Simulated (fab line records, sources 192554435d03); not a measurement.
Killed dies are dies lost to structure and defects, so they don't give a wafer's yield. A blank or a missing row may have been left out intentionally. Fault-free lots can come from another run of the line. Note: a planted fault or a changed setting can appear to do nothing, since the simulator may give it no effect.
fab line records	flow n5_finfet
record: lots: 7	wafers: 39
route steps=1938 shown BEOL_M10@1512 BEOL_M12@1602
start_h: hours from the record's first day to the start of the lot's first wafer shown	wait_h: hours since the lot's step before	" repeats the value in the row above	L1.1+2: a row that stands for several wafers	- no value present, or no start provided	* or withheld: withheld	< > ~ a bound
route shown NAME@n: names a module that has steps shown in the file, with the first one's number in the route	usual: the fault-free wafers' mean and standard deviation	same: alike in all rows	chamber/n: place in a boat	sites: per-site readings	_std_site: their standard deviation	_edge_site: outer sites' mean less inner sites'	radius_mm: how far each site lies from the wafer's centre	mask NAME#n: copy n	behind: the tool/chamber that last shaped the wafer	hold: reason for holding the lot/hours on hold/outcome of the hold	device: which transistor (n, p or np) failed to switch	end of line: tests of these same wafers at the route's end	where a step has no rows: the recipe by itself	killed: count of dies lost to structure and defects at first sort (not the wafer's yield)	map: shows each die of a wafer: x if killed, . if not, _ if none is there
set.NAME: setting as actually run; set.NAME@STEP: the setting as run at that earlier step	model.NAME: the simulator's own value behind a step, which no gauge read
lots with deliberately changed settings; one table per step, one row per wafer
== steps ==
step: N5_BEOL_M10_TRENCH_ETCH_37
recipe: chemistry: C4F6/O2	target_depth_a: 1488.3	target: SiCOH_lowk	time_s: 48	ion_energy_ev: 250	pressure_mtorr: 30	source_w: 345	bias_w: 185	Ar_flow_sccm: 300	C4F6_flow_sccm: 10	O2_flow_sccm: 10
lot.wafer	tool	chamber	start_h	wait_h	set.target_depth_a	model.BEOL_M10.feature_depth_nm	model.etch.depth_nm	model.TiN_of_BEOL_M10_HM_DEP_02.thk_nm
L075.1	rie_diel-03	2	-	-	1488.3	151.4	151.4	16.2
L075.2	"	3	"	"	2161	223.8	223.7	13.8
L075.3	"	1	"	"	1488.3	148.6	148.6	16
L075.4	"	0	"	"	2161	217.2	217.1	13.8
L075.5	"	1	"	"	1488.3	148.4	148.4	16.2
L075.6	"	2	"	"	2161	219.2	219.2	13.8
L077.1	rie_diel-06	0	-	-	1488.3	146.8	146.8	16
L077.2	"	2	"	"	1488.3	146.8	146.7	16.2
L077.3	"	3	"	"	1488.3	147.2	147.2	16.4
L077.4	"	1	"	"	1488.3	150.8	150.8	16
L077.5	"	0	"	"	1488.3	148.2	148.2	16.4
L077.6	"	1	"	"	1488.3	151	150.9	16.2
L079.1	rie_diel-04	0	-	-	1488.3	147.2	147.3	16.4
L079.2	"	3	"	"	2346	235.2	235.2	13.8
L079.3	"	1	"	"	2346	238.2	238.2	13.6
L079.4	"	1	"	"	1488.3	152	152	16
L079.5	"	3	"	"	2346	234.8	234.8	13.8
L079.6	"	0	"	"	1488.3	145.8	145.7	16.2
L082.1	rie_diel-04	1	-	-	2118	217.2	217.3	14.2
L082.2	"	0	"	"	1488.3	146.2	146.2	16
L082.3	"	3	"	"	1488.3	151.2	151.1	16
L082.4	"	2	"	"	2118	218.6	218.7	14
L082.5	"	0	"	"	1488.3	146.6	146.5	16.4
L082.6	"	3	"	"	2118	211.4	211.5	14.2
L084.1	rie_diel-04	2	-	-	1488.3	154.2	154.2	15.8
L084.2	"	0	"	"	1488.3	147.2	147.2	16.4
L084.5	"	0	"	"	1488.3	146.8	146.9	16.4
L091.1	rie_diel-04	0	-	-	1739	172.8	172.7	15.2
L091.2	"	1	"	"	1488.3	152	151.9	15.8
L091.3	"	2	"	"	1488.3	151.4	151.4	16.2
L091.4	"	3	"	"	1739	175.2	175.1	15.2
L091.5	"	3	"	"	1739	175	174.9	15.4
L091.6	"	2	"	"	1488.3	152.2	152.3	15.8
L094.1	rie_diel-03	2	-	-	1488.3	152.6	152.5	16.2
L094.2	"	0	"	"	1488.3	147.8	147.8	16.4
L094.3	"	1	"	"	850.5	84.4	84.5	18.2
L094.4	"	3	"	"	850.5	87.8	87.82	18
L094.5	"	0	"	"	850.5	85.2	85.14	18.2
L094.6	"	1	"	"	1488.3	147.4	147.4	16.2
step: N5_BEOL_M10_ETCH_41
recipe: chemistry: CH3F/O2	target: SiCN	target_depth_a: 426	taper_deg: 2	time_s: 86	ion_energy_ev: 120	mask_material: TiN	pressure_mtorr: 30	source_w: 395	bias_w: 75	Ar_flow_sccm: 150	CH3F_flow_sccm: 30	O2_flow_sccm: 20
step: N5_BEOL_M10_STRIP_77
recipe: chemistry: N2/H2	time_s: 10	power_w: 450	temp_c: 40	pressure_mtorr: 20	rf_frequency_hz: 6e+07	bias_power_w: 7	n2_flow_sccm: 200	h2_flow_sccm: 200
step: N5_BEOL_M10_OCD_MEAS_38
usual: trench_depth_nm: 148.8/2.5
lot.wafer	tool	chamber	start_h	wait_h	set.target_depth_a@BEOL_M10_TRENCH_ETCH_37	trench_depth_nm
L075.1	ocd-02	-	221.89	-	1488.3	151.0
L075.2	"	-	"	"	2161	224.4
L075.3	"	-	"	"	1488.3	148.3
L075.4	"	-	"	"	2161	217.1
L075.5	"	-	"	"	1488.3	148.4
L075.6	"	-	"	"	2161	219.5
L077.1	ocd-01	-	238.38	-	1488.3	147.1
L077.2	"	-	"	"	1488.3	146.6
L077.3	"	-	"	"	1488.3	146.8
L077.4	"	-	"	"	1488.3	150.8
L077.5	"	-	"	"	1488.3	148.4
L077.6	"	-	"	"	1488.3	150.9
L079.1	ocd-02	-	258.41	-	1488.3	147.1
L079.2	"	-	"	"	2346	-
L079.3	"	-	"	"	2346	238.1
L079.4	"	-	"	"	1488.3	-
L079.5	"	-	"	"	2346	-
L079.6	"	-	"	"	1488.3	146.0
L082.1	ocd-02	-	275.69	-	2118	217.3
L082.2	"	-	"	"	1488.3	146.4
L082.3	"	-	"	"	1488.3	151.0
L082.4	"	-	"	"	2118	219.1
L082.5	"	-	"	"	1488.3	146.4
L082.6	"	-	"	"	2118	211.0
L084.1	ocd-01	-	291.09	-	1488.3	154.5
L084.2	"	-	"	"	1488.3	147.0
L084.5	"	-	"	"	1488.3	146.7
L091.1	ocd-01	-	323.79	-	1739	173.0
L091.2	"	-	"	"	1488.3	151.6
L091.3	"	-	"	"	1488.3	151.5
L091.4	"	-	"	"	1739	175.3
L091.5	"	-	"	"	1739	175.2
L091.6	"	-	"	"	1488.3	152.6
L094.1	ocd-01	-	350.88	-	1488.3	151.9
L094.2	"	-	"	"	1488.3	147.8
L094.3	"	-	"	"	850.5	84.3
L094.4	"	-	"	"	850.5	87.6
L094.5	"	-	"	"	850.5	85.1
L094.6	"	-	"	"	1488.3	147.6
step: N5_BEOL_M10_HM_STRIP_39
recipe: chemistry: peroxide_tin_strip	material: TiN	target_depth_a: 250	temp_c: 50	time_s: 158
step: N5_BEOL_M10_SRD_40
recipe: time_s: 30	temp_c: 23	rinse_liquid: diw	dry: ipa_marangoni
step: N5_BEOL_M10_ECD_50
recipe: material: Cu	target_thk_a: 3180
step: N5_BEOL_M10_ANNEAL_51
recipe: temp_c: 225	time_s: 90	ambient: N2
step: N5_BEOL_M10_CMP_52
recipe: stop_on: SiCOH_lowk	t_overpolish_s: 7	down_force_psi: 1	platen_rpm: 50	clearing_platen_down_force_psi: 1.5	clearing_platen_rpm: 50	post_cmp_clean: cu_alkaline	target_thk_nm: 140	clearing_platen_pad_velocity_m_s: 0.99484	pad_velocity_m_s: 0.99484
lot.wafer	tool	chamber	start_h	wait_h	set.target_depth_a@BEOL_M10_TRENCH_ETCH_37	model.Cu_of_BEOL_M10_ECD_50.thk_nm
L075.4	cmp-04	1	224.62	0.1	2161	207.8
L075.3	"	2	"	"	1488.3	139.6
L075.2	"	3	"	"	2161	215.2
L075.1	"	0	"	"	1488.3	143
L075.5	"	1	"	"	1488.3	140
L075.6	"	2	"	"	2161	211.6
L077.1	cmp-01	2	240.89	0.3	1488.3	137.2
L077.2	"	3	"	"	1488.3	138.6
L077.4	"	0	"	"	1488.3	141.2
L077.3	"	1	"	"	1488.3	137.8
L077.6	"	2	"	"	1488.3	141.4
L077.5	"	3	"	"	1488.3	140.2
L079.4	cmp-03	3	261.08	0.1	1488.3	143.4
L079.3	"	0	"	"	2346	229.8
L079.1	"	1	"	"	1488.3	137.8
L079.2	"	2	"	"	2346	228
L079.5	"	3	"	"	2346	224.6
L079.6	"	0	"	"	1488.3	137.2
L082.4	cmp-01	2	278.29	0.1	2118	209.2
L082.2	"	3	"	"	1488.3	138
L082.1	"	0	"	"	2118	207.8
L082.3	"	1	"	"	1488.3	141.6
L082.5	"	2	"	"	1488.3	136.2
L082.6	"	3	"	"	2118	203.8
L084.2	cmp-01	1	293.67	0.2	1488.3	138.4
L084.1	"	3	"	"	1488.3	147.6
L084.5	"	2	"	"	1488.3	138.8
L091.2	cmp-04	2	326.17	0.2	1488.3	142.4
L091.1	"	3	"	"	1739	164
L091.3	"	0	"	"	1488.3	142.2
L091.4	"	1	"	"	1739	164.6
L091.6	"	2	"	"	1488.3	143.2
L091.5	"	3	"	"	1739	166.6
L094.4	cmp-01	1	355.24	0.1	850.5	79
L094.2	"	2	"	"	1488.3	138.4
L094.1	"	3	"	"	1488.3	145
L094.3	"	0	"	"	850.5	75.4
L094.5	"	1	"	"	850.5	77.2
L094.6	"	2	"	"	1488.3	139
step: N5_BEOL_M10_THK_MEAS_53
recipe: thk_meas_gauge: xrf	reads: Cu_of_BEOL_M10_ECD_50
usual: M10_THK: 139.4/3
lot.wafer	tool	chamber	start_h	wait_h	set.target_depth_a@BEOL_M10_TRENCH_ETCH_37	M10_THK[nm]
L075.1	film_metro-02	-	224.92	-	1488.3	143.0
L075.2	"	-	"	"	2161	215.6
L075.3	"	-	"	"	1488.3	140.1
L075.4	"	-	"	"	2161	208.4
L075.5	"	-	"	"	1488.3	140.5
L075.6	"	-	"	"	2161	212.3
L077.1	film_metro-01	-	241.18	-	1488.3	136.4
L077.2	"	-	"	"	1488.3	137.7
L077.3	"	-	"	"	1488.3	137.4
L077.4	"	-	"	"	1488.3	140.5
L077.5	"	-	"	"	1488.3	139.2
L077.6	"	-	"	"	1488.3	140.7
L079.1	film_metro-02	-	261.38	-	1488.3	139.2
L079.2	"	-	"	"	2346	-
L079.3	"	-	"	"	2346	231.7
L079.4	"	-	"	"	1488.3	-
L079.5	"	-	"	"	2346	-
L079.6	"	-	"	"	1488.3	138.6
L082.1	film_metro-01	-	278.59	-	2118	205.0
L082.2	"	-	"	"	1488.3	135.8
L082.3	"	-	"	"	1488.3	139.7
L082.4	"	-	"	"	2118	206.5
L082.5	"	-	"	"	1488.3	134.2
L082.6	"	-	"	"	2118	200.5
L084.1	film_metro-02	-	293.97	-	1488.3	148.2
L084.2	"	-	"	"	1488.3	139.4
L084.5	"	-	"	"	1488.3	139.2
L091.1	film_metro-01	-	326.46	-	1739	162.6
L091.2	"	-	"	"	1488.3	141.2
L091.3	"	-	"	"	1488.3	141.0
L091.4	"	-	"	"	1739	163.3
L091.5	"	-	"	"	1739	165.6
L091.6	"	-	"	"	1488.3	142.2
L094.1	film_metro-01	-	355.54	-	1488.3	143.9
L094.2	"	-	"	"	1488.3	137.2
L094.3	"	-	"	"	850.5	74.9
L094.4	"	-	"	"	850.5	78.4
L094.5	"	-	"	"	850.5	76.6
L094.6	"	-	"	"	1488.3	138.5
step: N5_BEOL_M10_PRE_CLEAN_55
recipe: gas: NH3	time_s: 15	temp_c: withheld	rf_power_w: 300
step: N5_BEOL_M10_DEP_56
recipe: material: SiCN	target_thk_a: 150	temp_c: withheld	precursor: 3MS/NH3	pressure_torr: 3	rf_w: 202	time_s: 26.5
step: N5_BEOL_M10_RS_MEAS_57
recipe: thk_meas_gauge: four-point-probe	reads: Cu_of_BEOL_M10_ECD_50+Co_of_BEOL_M10_CVD_75+TaN_of_BEOL_M10_ALD_74
usual: M10_RS: 0.151/0.0032
lot.wafer	tool	chamber	start_h	wait_h	set.target_depth_a@BEOL_M10_TRENCH_ETCH_37	M10_RS[ohm/sq]
L075.1	film_metro-02	-	225.09	0.1	1488.3	0.147
L075.2	"	-	"	"	2161	0.095
L075.3	"	-	"	"	1488.3	0.151
L075.4	"	-	"	"	2161	0.098
L075.5	"	-	"	"	1488.3	0.151
L075.6	"	-	"	"	2161	0.097
L077.1	film_metro-01	-	241.32	0.1	1488.3	0.154
L077.2	"	-	"	"	1488.3	0.152
L077.3	"	-	"	"	1488.3	0.153
L077.4	"	-	"	"	1488.3	0.149
L077.5	"	-	"	"	1488.3	0.151
L077.6	"	-	"	"	1488.3	0.149
L079.1	film_metro-01	-	261.51	0.1	1488.3	0.153
L079.2	"	-	"	"	2346	-
L079.3	"	-	"	"	2346	0.088
L079.4	"	-	"	"	1488.3	-
L079.5	"	-	"	"	2346	-
L079.6	"	-	"	"	1488.3	0.154
L082.1	film_metro-01	-	278.73	0.1	2118	0.098
L082.2	"	-	"	"	1488.3	0.153
L082.3	"	-	"	"	1488.3	0.149
L082.4	"	-	"	"	2118	0.097
L082.5	"	-	"	"	1488.3	0.155
L082.6	"	-	"	"	2118	0.100
L084.1	film_metro-01	-	294.10	0.1	1488.3	0.142
L084.2	"	-	"	"	1488.3	0.153
L084.5	"	-	"	"	1488.3	0.152
L091.1	film_metro-01	-	326.60	0.1	1739	0.127
L091.2	"	-	"	"	1488.3	0.148
L091.3	"	-	"	"	1488.3	0.148
L091.4	"	-	"	"	1739	0.126
L091.5	"	-	"	"	1739	0.124
L091.6	"	-	"	"	1488.3	0.147
L094.1	film_metro-02	-	355.67	0.1	1488.3	0.145
L094.2	"	-	"	"	1488.3	0.153
L094.3	"	-	"	"	850.5	0.306
L094.4	"	-	"	"	850.5	0.290
L094.5	"	-	"	"	850.5	0.298
L094.6	"	-	"	"	1488.3	0.152
step: N5_BEOL_M12_ILD_DEP_00
recipe: material: SiOC	target_thk_a: 6589.2	temp_c: 350	precursor: DEMS/O2	pressure_torr: 5	rf_w: 500	time_s: 130.7
lot.wafer	tool	chamber	start_h	wait_h	set.target_thk_a	model.SiOC_of_BEOL_M12_ILD_DEP_00.thk_nm
L075.1	pecvd-03	0	232.68	0.0	6589.2	648.2
L075.2	"	2	"	"	6589.2	651.8
L075.3	"	1	"	"	10050	1006
L075.4	"	0	"	"	6589.2	665.2
L075.5	"	1	"	"	10050	1011
L075.6	"	2	"	"	10050	1010
L077.1	pecvd-04	0	254.85	0.0	8628	869.4
L077.2	"	2	"	"	6589.2	673.2
L077.3	"	1	"	"	8628	857.8
L077.4	"	2	"	"	8628	894.4
L077.5+6	"	1,0	"	"	6589.2	668.2
L079.1	pecvd-04	0	270.86	0.0	9432	932.8
L079.2	"	1	"	"	9432	925.6
L079.3	"	2	"	"	6589.2	665.6
L079.4	"	1	"	"	6589.2	658.8
L079.5	"	0	"	"	6589.2	660
L079.6	"	2	"	"	9432	960.2
L082.1	pecvd-04	0	288.68	0.0	2782	278.4
L082.2	"	1	"	"	6589.2	654.6
L082.3	"	2	"	"	2782	294.2
L082.4+6	"	2,0	"	"	6589.2	668.4
L082.5	"	1	"	"	2782	277
L084.1	pecvd-02	0	302.54	0.0	6589.2	653.2
L084.2	"	1	"	"	6589.2	656.2
L084.5	"	0	"	"	6589.2	661.4
L091.1	pecvd-02	0	334.24	0.0	6589.2	657.2
L091.2	"	2	"	"	5513	539.2
L091.3	"	1	"	"	5513	535.4
L091.4	"	1	"	"	5513	550.6
L091.5	"	0	"	"	6589.2	667.2
L091.6	"	2	"	"	6589.2	660
L094.1	pecvd-02	0	369.28	0.0	2793	272.6
L094.2	"	1	"	"	6589.2	659.2
L094.3	"	2	"	"	6589.2	661
L094.4	"	1	"	"	2793	283.6
L094.5	"	2	"	"	6589.2	664
L094.6	"	0	"	"	2793	287.2
step: N5_BEOL_M12_THK_MEAS_01
recipe: reads: SiOC_of_BEOL_M12_ILD_DEP_00
usual: M12_ILD_THK: 659/8.6
lot.wafer	tool	chamber	start_h	wait_h	set.target_thk_a@BEOL_M12_ILD_DEP_00	M12_ILD_THK[nm]
L075.1	film_metro-01	-	232.81	0.1	6589.2	648
L075.2	"	-	"	"	6589.2	652
L075.3	"	-	"	"	10050	1007
L075.4	"	-	"	"	6589.2	665
L075.5	"	-	"	"	10050	1011
L075.6	"	-	"	"	10050	1011
L077.1	film_metro-01	-	254.98	0.1	8628	870
L077.2	"	-	"	"	6589.2	674
L077.3	"	-	"	"	8628	858
L077.4	"	-	"	"	8628	895
L077.5	"	-	"	"	6589.2	668
L077.6	"	-	"	"	6589.2	669
L079.1	film_metro-02	-	271.00	0.1	9432	933
L079.2	"	-	"	"	9432	926
L079.3	"	-	"	"	6589.2	665
L079.4	"	-	"	"	6589.2	659
L079.5	"	-	"	"	6589.2	661
L079.6	"	-	"	"	9432	960
L082.1	film_metro-02	-	288.81	0.1	2782	278
L082.2	"	-	"	"	6589.2	655
L082.3	"	-	"	"	2782	294
L082.4	"	-	"	"	6589.2	668
L082.5	"	-	"	"	2782	277
L082.6	"	-	"	"	6589.2	668
L084.1	film_metro-01	-	302.72	0.1	6589.2	654
L084.2	"	-	"	"	6589.2	656
L084.5	"	-	"	"	6589.2	662
L091.1	film_metro-02	-	334.37	0.1	6589.2	657
L091.2	"	-	"	"	5513	539
L091.3	"	-	"	"	5513	535
L091.4	"	-	"	"	5513	550
L091.5	"	-	"	"	6589.2	668
L091.6	"	-	"	"	6589.2	659
L094.1	film_metro-01	-	369.41	0.1	2793	273
L094.2	"	-	"	"	6589.2	659
L094.3	"	-	"	"	6589.2	661
L094.4	"	-	"	"	2793	284
L094.5	"	-	"	"	6589.2	664
L094.6	"	-	"	"	2793	287
step: N5_BEOL_M12_COAT_58
recipe: resist: BARC	temp_c: 205	time_s: 60	spin_rpm: 1500	resist_thk_nm: 89
step: N5_BEOL_M12_COAT_04
recipe: spin_rpm: 1625	resist_thk_nm: 400
step: N5_BEOL_M12_DESCUM_15
recipe: chemistry: O2	time_s: 7.9	source_power_w: 50	bias_power_w: 20	pressure_mtorr: 20	rf_frequency_hz: 2.712e+07	temp_c: 40	o2_flow_sccm: 225
step: N5_BEOL_M12_ETCH_59
recipe: chemistry: N2/H2	target: BARC	target_depth_a: 890	overetch_a: 267	time_s: 67.9	ion_energy_ev: 200	pressure_mtorr: 30	source_w: 840	bias_w: 150	n2_flow_sccm: 200	h2_flow_sccm: 200
step: N5_BEOL_M12_VIA_ETCH_16
recipe: chemistry: C4F8/O2/Ar	target: SiOC	pressure_mtorr: 30	source_w: 3000	bias_w: 700	Ar_flow_sccm: 400	C4F8_flow_sccm: 15	O2_flow_sccm: 8	he_inner_torr: 15	he_outer_torr: 30	target_depth_a: 7248	time_s: withheld	ion_energy_ev: 250	ends: cleared
lot.wafer	tool	chamber	start_h	wait_h	set.target_thk_a@BEOL_M12_ILD_DEP_00	model.etch.depth_nm	model.coat_of_BEOL_M12_COAT_04.thk_nm
L075.1	rie_diel-04	0	233.29	0.0	6589.2	648.1	128.4
L075.2	"	2	"	"	6589.2	651.8	124.8
L075.3	"	1	"	"	10050	1006	18.4
L075.4	"	3	"	"	6589.2	665.1	119
L075.5	"	2	"	"	10050	1011	18.8
L075.6	"	1	"	"	10050	1010	17.6
L077.1	rie_diel-04	1	255.68	0.0	8628	869.4	58
L077.2	"	0	"	"	6589.2	673.1	120.8
L077.3	"	3	"	"	8628	857.7	63.4
L077.4	"	1	"	"	8628	894.5	50.6
L077.5	"	0	"	"	6589.2	668.1	122.6
L077.6	"	3	"	"	6589.2	668.3	120.6
L079.1	rie_diel-03	0	271.47	0.0	9432	932.8	42
L079.2	"	3	"	"	9432	925.6	42.2
L079.3	"	2	"	"	6589.2	665.6	120.8
L079.4	"	3	"	"	6589.2	658.9	122.2
L079.5	"	0	"	"	6589.2	659.9	122.2
L079.6	"	2	"	"	9432	960.2	34
L082.1	rie_diel-03	0	289.29	0.0	2782	278.5	237.2
L082.2	"	3	"	"	6589.2	654.6	124.8
L082.3	"	1	"	"	2782	294.2	232.8
L082.4	"	2	"	"	6589.2	668.3	123.2
L082.5	"	1	"	"	2782	277	238
L082.6	"	0	"	"	6589.2	668.5	121.8
L084.1	rie_diel-03	2	303.36	0.0	6589.2	653.1	126
L084.2	"	1	"	"	6589.2	656.3	125.8
L084.5	"	3	"	"	6589.2	661.4	122
L091.1	rie_diel-04	2	334.97	0.0	6589.2	657.2	120.6
L091.2	"	3	"	"	5513	539.1	156.4
L091.3	"	0	"	"	5513	535.3	161.4
L091.4	"	1	"	"	5513	550.6	152.6
L091.5	"	3	"	"	6589.2	667.1	120.2
L091.6	"	2	"	"	6589.2	660	120
L094.1	rie_diel-03	1	369.94	0.0	2793	272.5	236.6
L094.2	"	3	"	"	6589.2	659.2	123.2
L094.3	"	0	"	"	6589.2	661	123.2
L094.4	"	2	"	"	2793	283.7	233.2
L094.5	"	3	"	"	6589.2	663.9	120.4
L094.6	"	2	"	"	2793	287.1	232.2
step: N5_BEOL_M12_STRIP_63
recipe: chemistry: N2/H2	power_w: 1000	temp_c: 250	h2_frac: 0.65	overash_fraction: 0.3	pressure_mtorr: 1000	n2_flow_sccm: 1750	h2_flow_sccm: 3250
usual: oes_product_au: 0.693/0.0049	strip_time_to_endpoint_s: 42.6/0.89
lot.wafer	tool	chamber	start_h	wait_h	set.target_thk_a@BEOL_M12_ILD_DEP_00	oes_product_au	strip_time_to_endpoint_s
L075.1	plasma_asher-01	1	233.53	-	6589.2	0.700	43.9
L075.2	"	0	"	"	6589.2	0.703	43.0
L075.3	"	0	"	"	10050	0.544	10.9
L075.4	"	1	"	"	6589.2	0.700	41.4
L075.5	"	1	"	"	10050	0.545	11.1
L075.6	"	0	"	"	10050	0.530	10.6
L077.1	plasma_asher-01	1	255.88	-	8628	0.660	24.1
L077.2	"	0	"	"	6589.2	0.691	41.9
L077.3	"	0	"	"	8628	0.672	25.7
L077.4	"	1	"	"	8628	0.660	21.8
L077.5	"	0	"	"	6589.2	0.697	42.4
L077.6	"	1	"	"	6589.2	0.691	41.9
L079.1	plasma_asher-01	0	271.67	-	9432	0.657	19.0
L079.2	"	1	"	"	9432	0.660	19.2
L079.3	"	1	"	"	6589.2	0.691	41.9
L079.4	"	0	"	"	6589.2	0.701	42.2
L079.5	"	1	"	"	6589.2	0.691	42.3
L079.6	"	0	"	"	9432	0.645	16.4
L082.1	plasma_asher-01	0	289.49	-	2782	0.856	72.1
L082.2	"	1	"	"	6589.2	0.700	43.0
L082.3	"	1	"	"	2782	0.858	71.0
L082.4	"	0	"	"	6589.2	0.690	42.6
L082.5	"	1	"	"	2782	0.860	72.3
L082.6	"	0	"	"	6589.2	0.702	42.2
L084.1	plasma_asher-02	1	303.56	-	6589.2	0.700	43.3
L084.2	"	0	"	"	6589.2	0.695	43.2
L084.5	"	1	"	"	6589.2	0.699	42.2
L091.1	plasma_asher-02	0	335.17	-	6589.2	0.678	41.8
L091.2	"	1	"	"	5513	0.701	51.4
L091.3	"	1	"	"	5513	0.699	52.7
L091.4	"	0	"	"	5513	0.708	50.3
L091.5	"	0	"	"	6589.2	0.690	41.7
L091.6	"	1	"	"	6589.2	0.693	41.7
L094.1	plasma_asher-01	0	370.14	-	2793	0.855	72.0
L094.2	"	1	"	"	6589.2	0.697	42.5
L094.3	"	1	"	"	6589.2	0.702	42.5
L094.4	"	0	"	"	2793	0.864	71.1
L094.5	"	1	"	"	6589.2	0.697	41.8
L094.6	"	0	"	"	2793	0.857	70.9
== key ==
split: step: N5_BEOL_M10_TRENCH_ETCH_37	setting: target_depth_a	stated: 1488.3	by: wafer
response: step: N5_BEOL_M10_TRENCH_ETCH_37	reading: model.BEOL_M10.feature_depth_nm	change: +1.53	per: 1%	r: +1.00
response: step: N5_BEOL_M10_TRENCH_ETCH_37	reading: model.etch.depth_nm	change: +1.53	per: 1%	r: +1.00
response: step: N5_BEOL_M10_TRENCH_ETCH_37	reading: model.TiN_of_BEOL_M10_HM_DEP_02.thk_nm	change: -0.0457	per: 1%	r: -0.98
response: step: N5_BEOL_M10_OCD_MEAS_38	reading: trench_depth_nm	change: +1.55	per: 1%	r: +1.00
response: step: N5_BEOL_M10_CMP_52	reading: model.Cu_of_BEOL_M10_ECD_50.thk_nm	change: +1.54	per: 1%	r: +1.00
response: step: N5_BEOL_M10_THK_MEAS_53	reading: M10_THK	change: +1.55	per: 1%	r: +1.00
response: step: N5_BEOL_M10_RS_MEAS_57	reading: M10_RS	shape: bent	at_lowest: 0.298	at_stated: 0.151	at_highest: 0.088
split: step: N5_BEOL_M12_ILD_DEP_00	setting: target_thk_a	stated: 6589.2	by: wafer
response: step: N5_BEOL_M12_ILD_DEP_00	reading: model.SiOC_of_BEOL_M12_ILD_DEP_00.thk_nm	change: +6.62	per: 1%	r: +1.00
response: step: N5_BEOL_M12_THK_MEAS_01	reading: M12_ILD_THK	change: +6.62	per: 1%	r: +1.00
response: step: N5_BEOL_M12_VIA_ETCH_16	reading: model.etch.depth_nm	change: +6.62	per: 1%	r: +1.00
response: step: N5_BEOL_M12_VIA_ETCH_16	reading: model.coat_of_BEOL_M12_COAT_04.thk_nm	change: -1.97	per: 1%	r: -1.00
response: step: N5_BEOL_M12_STRIP_63	reading: oes_product_au	change: -0.00239	per: 1%	r: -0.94
response: step: N5_BEOL_M12_STRIP_63	reading: strip_time_to_endpoint_s	change: *	per: 1%	r: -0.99
